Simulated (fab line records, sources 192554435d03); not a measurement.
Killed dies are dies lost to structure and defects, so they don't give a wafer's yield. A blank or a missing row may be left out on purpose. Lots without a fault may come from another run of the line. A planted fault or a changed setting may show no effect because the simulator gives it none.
fab line records | flow n5_finfet
record lots=5 wafers=15 last_day=16
route steps=1938 shown ZERO_LAYER@4 BEOL_M4@1111 PASSIVATION@1936
lots that met no fault: from a run of the same line without faults
start_h: hours from the record's first day to the start of the lot's first wafer shown | wait_h: hours since the lot's step before | " the same as in the row above | L1.1+2: a row that stands for several wafers | - no value, or no start given | * or withheld: withheld | < > ~ a bound
route shown NAME@n: a module of which the file shows steps, and the number in the route of the first | usual: mean/standard deviation of fault-free wafers | same: alike in all rows | chamber/n: place in a boat | sites: the reading at each site | _std_site: their standard deviation | _edge_site: outer sites' mean less inner sites' | radius_mm: how far each site lies from the wafer's centre | mask NAME#n: copy n | behind: the tool/chamber that last shaped the wafer | hold: why the lot was held/for how many hours/how that ended | device: the transistor (n, p or np) that didn't switch | end of line: the same wafers' tests at the end of the route | a step without rows: its recipe alone | killed: dies lost to structure and defects at the first sort, not the wafer's yield | map: a wafer's dies, x killed, . not, _ none there
set.NAME: the setting as run; set.NAME@STEP: as run at that earlier step | model.NAME: the simulator's own value behind a step, which no gauge read
lots at some steps of the route; a table a step, a row a wafer
services: from which hour (start_h, from the record's first day; less than 0 if before it) a tool's chamber was out of use, for how many hours, and why
## steps
# step N5_ZERO_LAYER_PECVD_02
# recipe material=SiO2 target_thk_a=100 temp_c=400 precursor=SiH4/N2O pressure_torr=0.75 rf_w=275 time_s=6
# usual heater_power_w=788/100 showerhead_plenum_p_Torr=8.15/0.1
# columns lot.wafer tool chamber start_h wait_h heater_power_w showerhead_plenum_p_Torr
L141.2 pecvd-03 0 24.29 0.0 731 8.10
L141.4 " 2 " " 600 8.23
L141.5 " 1 " " 931 8.16
L143.1 pecvd-03 2 36.28 0.0 602 8.25
L143.2 " 1 " " 953 8.16
L143.6 " 2 " " 602 8.27
L145.2 pecvd-02 0 48.30 0.0 774 8.15
L145.4 " 1 " " 924 8.15
L145.5 " 1 " " 894 8.17
L146.1 pecvd-02 1 54.28 0.0 862 8.16
L146.4 " 2 " " 635 8.18
L146.6 " 1 " " 872 8.15
L156.1 pecvd-03 0 114.29 0.0 747 8.11
L156.2 " 1 " " 803 8.18
L156.4 " 1 " " 788 8.15
# step N5_ZERO_LAYER_HMDS_04
# recipe time_s=60 temp_c=120
# step N5_ZERO_LAYER_COAT_05
# recipe spin_rpm=1500 resist_thk_nm=1000
# step N5_ZERO_LAYER_EBR_07
# recipe solvent=PGMEA ebr_width_mm=1.5
# step N5_ZERO_LAYER_SOFTBAKE_06
# recipe temp_c=100 time_s=90
# step N5_ZERO_LAYER_EXPOSE_08
# recipe mask_id=ZERO na=0.55 source_shape=conventional sigma_outer=0.8 polarization=unpolarized defocus_nm=0 target_cd_nm=2000 dose_mj=16.2
# step N5_ZERO_LAYER_PEB_09
# recipe peb_temp_c=withheld peb_time_s=*
# step N5_ZERO_LAYER_DEVELOP_10
# recipe develop_time_s=60 rinse_liquid=diw dry=air_spin dev_temp_c=21
# step N5_ZERO_LAYER_HARDBAKE_23
# recipe temp_c=130 time_s=120
# step N5_ZERO_LAYER_CD_MEAS_11
# recipe target_cd_nm=2000 landing_energy_ev=500 detector=se_inlens
# usual cd_nm=2000.2/1.8
# same landing_energy_ev=500
# columns lot.wafer tool chamber start_h wait_h cd_nm
L141.2 cd_sem-03 0 24.65 - 1999.4
L141.4 " 0 " " 2001.1
L141.5 " 0 " " 2001.6
L143.1 cd_sem-02 0 36.64 - 2000.8
L143.2 " 0 " " 2002.9
L143.6 " 0 " " 1999.6
L145.2 cd_sem-01 0 48.68 - 1998.0
L145.4 " 0 " " 1997.3
L145.5 " 0 " " 2000.6
L146.1 cd_sem-01 0 54.64 - 1999.2
L146.4 " 0 " " 2001.9
L146.6 " 0 " " 2001.5
L156.1 cd_sem-02 0 114.64 - 2001.1
L156.2 " 0 " " 1995.7
L156.4 " 0 " " 1997.8
# step N5_ZERO_LAYER_DESCUM_16
# recipe chemistry=O2 time_s=7.9 source_power_w=50 bias_power_w=20 pressure_mtorr=20 rf_frequency_hz=2.712e+07 temp_c=40 o2_flow_sccm=225
# usual bias_power_w=20.01/0.061 drypump_motor_current_A=5.9/0.37 oes_product_au=0.77/0.092 rf_vpp_V=243.3/1.4 showerhead_plenum_p_Torr=2.09/0.082 throttle_valve_pct=20.50/0.25
# columns lot.wafer tool chamber start_h wait_h bias_power_w drypump_motor_current_A oes_product_au rf_hours_counter_h rf_vpp_V showerhead_plenum_p_Torr throttle_valve_pct
L141.2 rie_diel-02 0 24.68 0.0 19.95 6.5 0.75 172 241.9 1.98 20.33
L141.4 " 3 " " 19.91 5.9 0.70 239 243.4 2.17 20.83
L141.5 " 3 " " 19.99 5.9 0.70 - 243.7 2.17 20.82
L143.1 rie_diel-02 3 36.68 0.0 20.05 5.9 0.69 243 244.4 2.16 20.81
L143.2 " 1 " " 19.96 5.9 0.79 99 245.2 2.11 20.57
L143.6 " 3 " " 19.95 5.9 0.70 - 243.7 2.16 20.82
L145.2 rie_diel-02 1 48.72 0.0 20.08 5.9 0.80 103 242.9 2.11 20.56
L145.4 " 3 " " 19.90 5.9 0.69 246 243.7 2.16 20.84
L145.5 " 2 " " 20.03 5.2 0.68 - 245.6 2.15 20.62
L146.1 rie_diel-04 2 54.68 0.0 20.04 5.4 0.77 116 245.5 2.22 20.66
L146.4 " 1 " " 20.00 5.8 0.70 196 241.3 2.07 20.51
L146.6 " 2 " " 19.97 5.4 0.78 - 246.1 2.22 20.68
L156.1 rie_diel-04 0 114.68 0.0 20.00 6.3 0.69 229 242.8 2.00 20.82
L156.2 " 3 " " 19.94 5.4 0.89 35 242.5 2.14 20.10
L156.4 " 3 " " 20.03 5.4 0.88 - 243.7 2.14 20.09
# step N5_ZERO_LAYER_ETCH_17
# recipe chemistry=CF4 target=SiO2 target_depth_a=120 time_s=13.3 ion_energy_ev=350 pressure_mtorr=40 source_w=450 bias_w=215 Ar_flow_sccm=100 cf4_flow_sccm=100
# usual bias_w=215.1/0.63 drypump_motor_current_A=5.8/0.38 oes_product_au=0.77/0.096 rf_vpp_V=948/4.6 showerhead_plenum_p_Torr=2.14/0.075 throttle_valve_pct=15.71/0.25
# columns lot.wafer tool chamber start_h wait_h bias_w drypump_motor_current_A oes_product_au rf_hours_counter_h rf_vpp_V showerhead_plenum_p_Torr throttle_valve_pct
L141.2 rie_diel-02 0 24.72 0.0 215.3 6.6 0.73 172 944 2.05 15.71
L141.4 " 3 " " 213.6 5.9 0.68 239 952 2.20 15.97
L141.5 " 3 " " 214.1 5.9 0.69 - 952 2.20 15.99
L143.1 rie_diel-02 3 36.71 0.0 215.2 5.9 0.68 243 952 2.20 15.98
L143.2 " 1 " " 215.2 5.9 0.78 99 950 2.16 15.75
L143.6 " 3 " " 214.9 5.9 0.68 - 951 2.20 15.99
L145.2 rie_diel-02 1 48.76 0.0 215.8 5.9 0.80 103 952 2.16 15.75
L145.4 " 3 " " 215.6 5.9 0.68 246 952 2.20 15.99
L145.5 " 2 " " 214.3 5.2 0.66 - 954 2.19 15.93
L146.1 rie_diel-04 2 54.72 0.0 215.0 5.3 0.78 116 955 2.26 15.78
L146.4 " 1 " " 215.8 5.8 0.70 196 946 2.14 15.84
L146.6 " 2 " " 215.8 5.4 0.78 - 955 2.26 15.77
L156.1 rie_diel-04 0 114.72 0.0 215.9 6.3 0.69 229 943 2.03 15.93
L156.2 " 3 " " 214.7 5.4 0.90 35 952 2.19 15.30
L156.4 " 3 " " 216.0 5.4 0.90 - 951 2.19 15.29
# step N5_ZERO_LAYER_ETCH_18
# recipe chemistry=HBr/Cl2 target=Si target_depth_a=1200 time_s=40 pressure_mtorr=10 icp_w=800 bias_w=75 HBr_flow_sccm=150 Cl2_flow_sccm=80
# usual bias_w=75.01/0.22 drypump_motor_current_A=5.9/0.33 mfc_cl2_sccm=79.98/0.25 oes_product_au=1.006/0.016 throttle_valve_pct=36.26/0.3
# columns lot.wafer tool chamber start_h wait_h bias_w drypump_motor_current_A mfc_cl2_sccm oes_product_au rf_hours_counter_h throttle_valve_pct model.ZERO_LAYER.feature_depth_nm model.etch.depth_nm
L141.2 rie_si-01 3 24.79 0.0 74.89 5.6 79.98 1.002 42 36.89 117.7 117.7
L141.4 " 1 " " 75.14 5.7 79.91 0.989 68 36.85 123.5 123.5
L141.5 " 0 " " 75.18 5.6 79.90 1.015 - 36.20 118.3 118.3
L143.1 rie_si-06 0 36.79 0.0 74.92 5.6 79.92 1.032 7 36.36 119.4 119.4
L143.2 " 2 " " 74.94 6.1 80.34 0.988 101 35.98 120.2 120.2
L143.6 " 3 " " 74.80 5.8 80.34 1.012 - 36.36 122.3 122.3
L145.2 rie_si-06 0 48.83 0.0 91.00 5.5 79.72 1.013 7 36.34 125.8 125.8
L145.4 " 3 " " 74.95 5.8 79.98 1.007 96 36.36 123.2 123.2
L145.5 " 1 " " 74.74 5.4 79.64 1.018 - 35.97 114.6 114.6
L146.1 rie_si-04 3 54.79 0.0 75.35 6.6 80.33 1.029 79 36.38 120.8 120.8
L146.4 " 1 " " 75.59 6.2 79.74 0.986 48 36.44 118.1 118.1
L146.6 " 0 " " 74.55 6.1 79.77 1.010 - 36.09 120.8 120.8
L156.1 rie_si-04 0 114.79 0.0 75.33 6.0 79.68 1.019 27 36.09 121.9 121.9
L156.2 " 3 " " 74.83 6.6 80.26 1.030 80 36.40 122.7 122.7
L156.4 " 1 " " 74.87 6.1 79.65 0.983 49 36.44 118.9 118.9
# step N5_ZERO_LAYER_STRIP_24
# recipe chemistry=O2 power_w=1000 temp_c=250 overash_fraction=0.3 pressure_mtorr=1000 o2_flow_sccm=6750
# usual drypump_motor_current_A=5.8/0.49 heater_power_w=374/41 oes_product_au=0.647/0.0046 strip_time_to_endpoint_s=43.89/0.099
# columns lot.wafer tool chamber start_h wait_h drypump_motor_current_A heater_power_w oes_product_au rf_hours_counter_h strip_time_to_endpoint_s
L141.2 plasma_asher-02 1 24.89 0.1 5.2 391 0.647 25 44.07
L141.4 " 1 " " 5.2 388 0.645 - 43.95
L141.5 " 0 " " 6.3 405 0.647 - 43.95
L143.1 plasma_asher-02 1 36.89 0.1 5.2 388 0.647 27 43.87
L143.2 " 0 " " 6.3 406 0.641 27 43.91
L143.6 " 1 " " 5.2 386 0.648 - 43.90
L145.2 plasma_asher-01 0 48.93 0.1 5.7 289 0.644 86 43.87
L145.4 " 0 " " 5.7 290 0.648 - 43.95
L145.5 " 0 " " 5.7 297 0.652 - 44.08
L146.1 plasma_asher-02 0 54.89 0.1 6.3 398 0.645 31 43.93
L146.4 " 0 " " 6.3 401 0.639 - 43.98
L146.6 " 0 " " 6.3 406 0.642 - 43.89
L156.1 plasma_asher-02 0 114.90 0.1 6.3 409 0.645 48 43.98
L156.2 " 1 " " 5.2 400 0.646 48 43.82
L156.4 " 1 " " 5.2 396 0.641 - 43.96
# step N5_BEOL_M4_RC_MEAS_101
# usual DIBL_N=37.1/1.8 DIBL_P=37.2/2.1 IOFF_N=0.17/0.033 IOFF_P=0.22/0.037 ION_N=680/11 ION_P=464/7.7 SS_N=71.7/0.63 SS_P=73.6/0.67 VT_N=248.9/2.9 VT_P=-251/3.6
# columns lot.wafer tool chamber start_h wait_h DIBL_N[mV/V] DIBL_P[mV/V] IOFF_N[nA/um] IOFF_P[nA/um] ION_N[uA/um] ION_P[uA/um] SS_N[mV/dec] SS_P[mV/dec] VT_N[mV] VT_P[mV]
L141.2 prober-01 0 187.80 0.2 33.6 33.5 0.12 0.16 656 455 71.5 71.4 253.8 -255
L141.4 " 0 " " 35.6 36.5 0.15 0.20 670 464 71.3 73.7 251.5 -251
L141.5 " 0 " " 39.0 40.9 0.24 0.28 696 475 71.8 74.5 244.6 -247
L143.1 prober-02 0 201.93 0.0 37.3 37.2 0.19 0.25 693 474 71.5 73.7 242.8 -246
L143.2 " 0 " " 35.9 36.2 0.15 0.22 679 468 71.0 73.4 249.0 -245
L143.6 " 0 " " 37.7 37.8 0.19 0.26 690 476 71.0 74.0 245.9 -246
L145.2 prober-02 0 211.42 0.2 38.2 37.1 0.18 0.19 684 457 72.2 73.9 249.7 -256
L145.4 " 0 " " 39.2 40.0 0.21 0.24 687 463 71.6 74.4 246.9 -249
L145.5 " 0 " " 36.3 35.4 0.14 0.17 666 456 71.2 73.2 254.0 -253
L146.1 prober-01 0 216.01 0.0 35.3 34.7 0.16 0.22 682 468 71.4 73.0 250.5 -249
L146.4 " 0 " " 39.0 38.8 0.22 0.30 685 474 72.1 73.9 245.0 -244
L146.6 " 0 " " 38.1 38.2 0.21 0.30 687 480 72.9 73.6 245.6 -244
L156.1 prober-01 0 285.70 0.0 39.7 38.9 0.21 0.24 684 457 72.8 74.4 250.0 -250
L156.2 " 0 " " 34.7 34.4 0.12 0.18 661 459 70.8 72.4 250.6 -252
L156.4 " 0 " " 36.2 35.0 0.14 0.19 683 474 70.9 72.2 253.6 -255
# step N5_PASSIVATION_PROBE_49
# usual defect_limited_yield=91.7/1.5 killed_at_M0_to_M3=32/10 killed_at_M4_up=14/5.3 killed_at_contacts=13/5.7 killed_at_front_end=37/10 killed_at_other=3.3/2.5 killed_dies=98/18 killed_open=65/13 killed_short=31/7.5 sort_bin_5_function=4.9/0.91 sort_bin_6_memory=3.1/0.71 sort_bin_8_speed=0.00/0.017 sort_n_pass=1082/18 sort_yield_pct=91.7/1.5
# same gross_dies=1180 killed_at_back_side=0 sort_bin_4_leakage[%]=0
# columns lot.wafer tool chamber start_h wait_h defect_limited_yield[%] killed_at_M0_to_M3 killed_at_M4_up killed_at_contacts killed_at_front_end killed_at_other killed_dies killed_open killed_short sort_bin_5_function[%] sort_bin_6_memory[%] sort_bin_8_speed[%] sort_n_pass sort_yield_pct[%]
L143.1 prober-01 - 322.50 0.0 91.8 39 18 6 32 2 97 67 26 4.4 3.1 0 1083 91.8
L143.2 prober-01 - 322.55 0.1 91.9 33 6 8 47 2 96 59 33 4.4 3.2 0 1084 91.9
L143.6 prober-01 - 322.75 0.3 90.4 30 16 6 58 3 113 73 38 5.5 3.3 0 1067 90.4
L146.1 prober-02 - 331.59 0.0 92.0 49 7 14 22 2 94 58 36 4.4 3.1 0 1086 92.0
L146.4 prober-02 - 331.74 0.2 91.4 39 12 15 35 1 102 69 29 5.7 2.6 0 1078 91.4
L146.6 prober-02 - 331.84 0.3 90.7 47 18 8 33 4 110 71 31 4.8 3.4 0 1070 90.7
L156.1 prober-02 - 394.27 0.0 90.8 29 27 15 38 0 109 75 32 5.4 3.5 0 1071 90.8
L156.2 prober-02 - 394.32 0.1 90.3 45 18 13 38 0 114 64 47 5.3 4.0 0 1066 90.3
L156.4 prober-02 - 394.42 0.2 89.1 53 20 13 40 3 129 71 56 6.5 4.1 0 1051 89.1
# killed by level:class
L143.1 BEOL_M2:geometric_particle:open=19 BEOL_M4:geometric_particle:open=8 FIN_SAQP:geometric_particle:short=6 DUMMY_GATE:geometric_particle:open=6 BEOL_M0_SAQP:geometric_particle:short=5 BEOL_M1:geometric_particle:open=5 FIN_SAQP:geometric_particle:open=4 STI_FIN_REVEAL:geometric_particle:open=4
L143.2 FIN_SAQP:geometric_particle:short=12 FIN_SAQP:geometric_particle:open=10 BEOL_M1:geometric_particle:open=10 STI_FIN_REVEAL:geometric_particle:open=8 BEOL_M2:geometric_particle:open=8 MOL_CONTACT_COAG:geometric_particle:open=7 BEOL_M0_SAQP:geometric_particle:short=4 BEOL_M2:geometric_particle:short=4
L143.6 STI_FIN_REVEAL:geometric_particle:open=26 FIN_SAQP:geometric_particle:short=8 BEOL_M0_SAQP:geometric_particle:short=7 BEOL_M4:geometric_particle:open=7 BEOL_M2:geometric_particle:open=7 FIN_SAQP:geometric_particle:open=6 BEOL_M1:geometric_particle:open=6 STI_FIN_REVEAL:geometric_particle:short=4
L146.1 BEOL_M3:geometric_particle:open=15 MOL_CONTACT_COAG:geometric_particle:open=9 BEOL_M1:geometric_particle:open=8 BEOL_M2:geometric_particle:short=7 STI_FIN_REVEAL:geometric_particle:open=6 BEOL_M0_SAQP:geometric_particle:short=6 MOL_CONTACT_COAG:geometric_particle:short=5 BEOL_M1:geometric_particle:short=4
L146.4 BEOL_M0_SAQP:geometric_particle:open=13 STI_FIN_REVEAL:geometric_particle:open=12 MOL_CONTACT_COAG:geometric_particle:open=12 BEOL_M3:geometric_particle:open=9 BEOL_M0_SAQP:geometric_particle:short=8 BEOL_M4:geometric_particle:open=5 GATE_CUT:geometric_particle:open=4 FIN_SAQP:geometric_particle:open=3
L146.6 BEOL_M0_SAQP:geometric_particle:short=10 BEOL_M0_SAQP:geometric_particle:open=10 STI_FIN_REVEAL:geometric_particle:open=7 MOL_CONTACT_COAG:geometric_particle:open=7 HKMG_FIN:area_etch=7 BEOL_M3:geometric_particle:open=6 DUMMY_GATE:geometric_particle:open=6 BEOL_M1:geometric_particle:open=6
L156.1 MOL_CONTACT_COAG:geometric_particle:open=14 FIN_SAQP:geometric_particle:open=10 BEOL_M4:geometric_particle:open=10 BEOL_M0_SAQP:geometric_particle:short=8 BEOL_M5:geometric_particle:open=7 BEOL_M0_SAQP:geometric_particle:open=6 BEOL_M1:geometric_particle:open=6 FIN_SAQP:geometric_particle:short=5
L156.2 BEOL_M0_SAQP:geometric_particle:short=22 BEOL_M0_SAQP:geometric_particle:open=12 MOL_CONTACT_COAG:geometric_particle:open=9 DUMMY_GATE:geometric_particle:open=8 BEOL_M5:geometric_particle:open=7 STI_FIN_REVEAL:geometric_particle:open=6 BEOL_M1:geometric_particle:open=6 FIN_SAQP:geometric_particle:short=4
L156.4 BEOL_M0_SAQP:geometric_particle:short=18 BEOL_M0_SAQP:geometric_particle:open=14 BEOL_M5:geometric_particle:open=8 MOL_CONTACT_COAG:geometric_particle:open=7 BEOL_M4:geometric_particle:open=7 DUMMY_GATE:geometric_particle:open=6 GATE_CUT:geometric_particle:short=6 MOL_CONTACT_COAG:geometric_particle:short=6
## services
# columns tool chamber start_h hours kind
rie_diel-04 1 2.71 8.7 repair
rie_si-04 1 6.99 2.7 repair
rie_si-04 - 16.98 4.3 pm
pecvd-03 - 39.57 28.1 pm
rie_diel-02 0 50.13 6.4 repair
rie_diel-02 2 52.59 7.0 repair
rie_si-01 3 57.06 14.0 repair
rie_diel-02 3 59.63 - clean
rie_diel-02 3 59.63 - consumable_replace:focus_ring
rie_diel-02 3 59.63 14.3 scheduled_down
rie_diel-02 3 59.63 14.3 vent_cycle
pecvd-03 - 71.74 2.3 repair
rie_si-06 1 72.53 13.9 repair
rie_diel-02 2 73.95 - clean
rie_diel-02 2 73.95 - consumable_replace:focus_ring
rie_diel-02 2 73.95 23.0 scheduled_down
rie_si-04 - 74.46 0.4 repair
plasma_asher-01 - 78.85 28.1 pm
rie_si-01 1 87.34 4.0 repair
rie_si-06 3 89.72 12.2 repair
rie_si-06 0 92.81 18.8 repair
rie_diel-04 2 96.92 132.0 repair
pecvd-03 - 105.69 0.8 pm
rie_si-06 3 110.98 6.9 repair
## key
first_sign step=N5_ZERO_LAYER_ETCH_18 reading=bias_w direction=up sigmas=72 usual=* struck=*
effect none on later readings
model_effect step=N5_ZERO_LAYER_ETCH_18 value=ZERO_LAYER.feature_depth_nm without=120 struck=125.8
met_at N5_ZERO_LAYER_ETCH_18
struck_wafers L145.2
onset_between 36.79 48.83
fault kind=process_parameter_drift tool=rie_si-06 chamber=0 onset_h=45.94 steps=N5_ZERO_LAYER_ETCH_18 channel=bias_w offset=* shape=step end_h=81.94 acts_in=* stated=*
